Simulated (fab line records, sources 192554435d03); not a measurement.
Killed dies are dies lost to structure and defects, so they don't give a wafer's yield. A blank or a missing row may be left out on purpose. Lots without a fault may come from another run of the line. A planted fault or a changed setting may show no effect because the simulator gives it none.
Problem report in the 8D (eight disciplines) form, filled by code | flow n5_finfet | the parts of the form that need people (team, actions taken, sign-off) are left out

1. THE PROBLEM
spin_speed_rpm at N5_BEOL_M4_COAT_62 reads a mean of 1777.5 rpm on 6 wafers of 2 lots; wafers without a fault read 1500.2 rpm with a standard deviation of 0.98. That is +99 or more standard deviations from the usual mean.
The step: time 60 s, resist thk 12 nm.
First seen on wafer L320.2, day 13 00:14, on litho_track-01. The record holds 27 wafers of 9 lots with a number at this step. Rule for "out", or "out of limits": more than 4 standard deviations from the usual mean. The other wafers with a number count as sound.

2. WHAT IT IS AND WHAT IT IS NOT
question                    | is                     | is not
which readings at this step | spin_speed_rpm         | resist_line_temp_C
which lots                  | L319, L320             | L301, L302, L304, L306, L316, L321, L324
which wafers of those lots  | all that have a number | -
read on which tools         | litho_track-01         | litho_track-02, litho_track-04
when                        | from day 13 00:14      | up to then (18 sound wafers); but 3 sound wafers of L324 came after

3. SUSPECTS, AND WHAT RULES EACH OUT
Counting: a tool at a process step up to the reading stays a suspect if it ran every lot that is out and no sound lot after the first of them.
- litho_track-01 at N5_BEOL_M4_COAT_62 (time 60 s, resist thk 12 nm): kept. It ran every lot that is out, first L320 (day 13 00:14), and no sound lot after that; its last sound lot up to then is L304 (day 8 06:44). Its own readings are out on those wafers: spin_speed_rpm.
Left after counting: litho_track-01 at N5_BEOL_M4_COAT_62.

4. THE CAUSE (what the simulator had put in)
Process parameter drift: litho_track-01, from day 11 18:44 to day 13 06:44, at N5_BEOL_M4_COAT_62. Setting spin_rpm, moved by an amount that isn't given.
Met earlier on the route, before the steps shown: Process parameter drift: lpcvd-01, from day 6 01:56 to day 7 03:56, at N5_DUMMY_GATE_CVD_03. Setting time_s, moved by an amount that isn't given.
Counting left only this tool.

5. THE CHAIN OF EFFECTS, in route order
Each row: a reading whose mean over the struck wafers that have a number lies more than 3 standard deviations from the usual. Only readings for which the record gives a usual standard deviation are gone through. hours: the time from each lot's start at the first step in this table that gives one to its start at this step, as a median over the lots. sigmas: the change in usual standard deviations.
hours | step               | reading           | usual      | on struck wafers | change | sigmas
0     | N5_BEOL_M4_COAT_62 | spin_speed_rpm    | 1500.2 rpm | 1777.5           | +277.3 | +99 or more
1     | N5_BEOL_M4_ETCH_63 | etch_rf_on_time_s | 26.5 s     | 24.4             | -2.1   | -3.5
The process steps in it:
- N5_BEOL_M4_COAT_62: time 60 s, resist thk 12 nm.
- N5_BEOL_M4_ETCH_63: etches SiARC in CF4, target depth 15.6 nm, time 26 s.
Later measuring or inspecting steps at which every struck wafer that the step has a row for has a number for every such reading, and none has moved that far: N5_BEOL_M4_OVL_MEAS_12, N5_BEOL_M4_RC_MEAS_101.

6. WHAT WOULD HAVE CAUGHT IT SOONER
In this record the first reading out of limits was taken at day 13 00:14, 30 hours after the fault began at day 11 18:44.
